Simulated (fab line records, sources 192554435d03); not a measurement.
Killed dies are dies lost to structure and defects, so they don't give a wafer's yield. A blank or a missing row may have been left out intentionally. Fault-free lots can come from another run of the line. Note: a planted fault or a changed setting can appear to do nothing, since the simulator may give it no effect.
Split-lot study || flow n5Finfet || 21 wafers read from 7 lots, route of 1938 steps

THE SPLIT
At N5_STI_FIN_REVEAL_ETCHBACK_08 (etches SiO2 in C4F6/O2, target depth 30.5 nm, time 10.167 s), the setting timeS was moved away from the recipe's 10.167 s on 5 of the 21 wafers read, by -20.9% to +18.7%. All remaining wafers had this setting at the recipe value.

FROM THE SPLIT TO THE READING: what the file shows between them, 3 steps
- N5_STI_FIN_REVEAL_STRIP_24: strips in N2/H2, time 90 s
- N5_STI_FIN_REVEAL_PRECLEAN_25: cleans in SPM, time 90 s
- N5_STI_FIN_REVEAL_SRD_23: time 30 s

THE READING
trenchDepthNm, in nm, at N5_STI_FIN_REVEAL_FIN_H_MEAS_10. Typical for fault-free wafers on this fab line: 52.1 nm, with standard deviation 0.75 nm.

{"wafer": "L077.3", "tool, chamber at the split": "rieDiel-06, 3", "timeS as run, s": 8.611, "against the recipe": "-15.3%", "trenchDepthNm, nm": 47.8, "against lot-mates on the recipe": -4.2}
{"wafer": "L077.4", "tool, chamber at the split": "rieDiel-06, 0", "timeS as run, s": 10.167, "against the recipe": "recipe", "trenchDepthNm, nm": 52.1, "against lot-mates on the recipe": "-"}
{"wafer": "L077.5", "tool, chamber at the split": "rieDiel-06, 0", "timeS as run, s": 10.167, "against the recipe": "recipe", "trenchDepthNm, nm": 51.9, "against lot-mates on the recipe": "-"}
{"wafer": "L078.2", "tool, chamber at the split": "rieDiel-06, 0", "timeS as run, s": 8.047, "against the recipe": "-20.9%", "trenchDepthNm, nm": 45.4, "against lot-mates on the recipe": -6.1}
{"wafer": "L078.5", "tool, chamber at the split": "rieDiel-06, 0,1", "timeS as run, s": 10.167, "against the recipe": "recipe", "trenchDepthNm, nm": 51.5, "against lot-mates on the recipe": "-"}
{"wafer": "L078.6", "tool, chamber at the split": "rieDiel-06, 0,1", "timeS as run, s": 10.167, "against the recipe": "recipe", "trenchDepthNm, nm": 51.5, "against lot-mates on the recipe": "-"}
{"wafer": "L082.1", "tool, chamber at the split": "rieDiel-02, 1", "timeS as run, s": 11.76, "against the recipe": "+15.7%", "trenchDepthNm, nm": 56.8, "against lot-mates on the recipe": "+5.8"}
{"wafer": "L082.2", "tool, chamber at the split": "rieDiel-02, 3", "timeS as run, s": 10.167, "against the recipe": "recipe", "trenchDepthNm, nm": 50.7, "against lot-mates on the recipe": "-"}
{"wafer": "L082.5", "tool, chamber at the split": "rieDiel-02, 3", "timeS as run, s": 10.167, "against the recipe": "recipe", "trenchDepthNm, nm": 51.3, "against lot-mates on the recipe": "-"}
{"wafer": "L090.1", "tool, chamber at the split": "rieDiel-04, 0,1,0", "timeS as run, s": 10.167, "against the recipe": "recipe", "trenchDepthNm, nm": 52.4, "against lot-mates on the recipe": "-"}
{"wafer": "L090.3", "tool, chamber at the split": "rieDiel-04, 0,1,0", "timeS as run, s": 10.167, "against the recipe": "recipe", "trenchDepthNm, nm": 52.6, "against lot-mates on the recipe": "-"}
{"wafer": "L090.6", "tool, chamber at the split": "rieDiel-04, 0,1,0", "timeS as run, s": 10.167, "against the recipe": "recipe", "trenchDepthNm, nm": 52.2, "against lot-mates on the recipe": "-"}
{"wafer": "L091.1", "tool, chamber at the split": "rieDiel-04, 0,1", "timeS as run, s": 10.167, "against the recipe": "recipe", "trenchDepthNm, nm": 52.4, "against lot-mates on the recipe": "-"}
{"wafer": "L091.3", "tool, chamber at the split": "rieDiel-04, 3", "timeS as run, s": 9.184, "against the recipe": "-9.7%", "trenchDepthNm, nm": 49.3, "against lot-mates on the recipe": -2.9}
{"wafer": "L091.4", "tool, chamber at the split": "rieDiel-04, 0,1", "timeS as run, s": 10.167, "against the recipe": "recipe", "trenchDepthNm, nm": 51.9, "against lot-mates on the recipe": "-"}
{"wafer": "L095.1", "tool, chamber at the split": "rieDiel-06, 3,2", "timeS as run, s": 10.167, "against the recipe": "recipe", "trenchDepthNm, nm": 53.4, "against lot-mates on the recipe": "-"}
{"wafer": "L095.3", "tool, chamber at the split": "rieDiel-06, 3,2", "timeS as run, s": 10.167, "against the recipe": "recipe", "trenchDepthNm, nm": 53.7, "against lot-mates on the recipe": "-"}
{"wafer": "L095.5", "tool, chamber at the split": "rieDiel-06, 2", "timeS as run, s": 12.07, "against the recipe": "+18.7%", "trenchDepthNm, nm": 58.1, "against lot-mates on the recipe": "+4.6"}
{"wafer": "L097.1", "tool, chamber at the split": "rieDiel-04, 3,2,2", "timeS as run, s": 10.167, "against the recipe": "recipe", "trenchDepthNm, nm": 52.7, "against lot-mates on the recipe": "-"}
{"wafer": "L097.2", "tool, chamber at the split": "rieDiel-04, 3,2,2", "timeS as run, s": 10.167, "against the recipe": "recipe", "trenchDepthNm, nm": 53.2, "against lot-mates on the recipe": "-"}
{"wafer": "L097.4", "tool, chamber at the split": "rieDiel-04, 3,2,2", "timeS as run, s": 10.167, "against the recipe": "recipe", "trenchDepthNm, nm": 52.4, "against lot-mates on the recipe": "-"}
If several chambers appear in one row, that row covers several wafers at once and the file leaves open which wafer was in which chamber.

FIT RESULTS
A straight line over all 21 wafers: trenchDepthNm changes by +0.309 nm for each +1% of timeS; r = +0.96; the points scatter about the line by 0.72 nm.
The same after taking each lot's own level away (the mean of its wafers on the recipe; 21 wafers): +0.291 nm for each +1%; r = +0.99; scatter 0.41 nm.
Per that fit: largest timeS move, reading shift of 6.1 nm.
The lots' own levels span 51.00 to 53.55 nm, that is 3.4 times the standard deviation above.
So the lot-to-lot level changes the slope little: the two slopes agree.
Check: with one of the wafers moved furthest among these (-20.9%) left out of the fit, the line predicts -6.01 nm for it against its lot-mates. Against them it came out at -6.1 nm.

THESE WAFERS: OTHER SPLITS
Before the reading, these wafers also passed through other splits. Each is held against what the fit with the lots' levels taken away leaves over:
{"other split on the same wafers": "N5_ZERO_LAYER_ETCH_18 icpW", "wafers away from the commonest value": 9, "r with trenchDepthNm (lot level and that fit taken away)": "+0.35"}
{"other split on the same wafers": "N5_FIN_SAQP_ETCH_52 sourceW", "wafers away from the commonest value": 8, "r with trenchDepthNm (lot level and that fit taken away)": "+0.05"}

THE WHOLE CHAIN: every reading that the file lists as answering this split, in the file's order
{"step": "N5_STI_FIN_REVEAL_FIN_H_MEAS_10", "what it does": "", "reading": "trenchDepthNm", "change (the file's fit)": "+0.291 nm for each +1% of the setting", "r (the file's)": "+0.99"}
{"step": "N5_BEOL_M4_RC_MEAS_101", "what it does": "", "reading": "ION_P", "change (the file's fit)": "+2.04 for each +1% of the setting, in a fit together with none", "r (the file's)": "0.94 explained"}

FILE'S OWN FIT
trenchDepthNm changes by +0.291 nm for each +1% of timeS, r = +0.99.
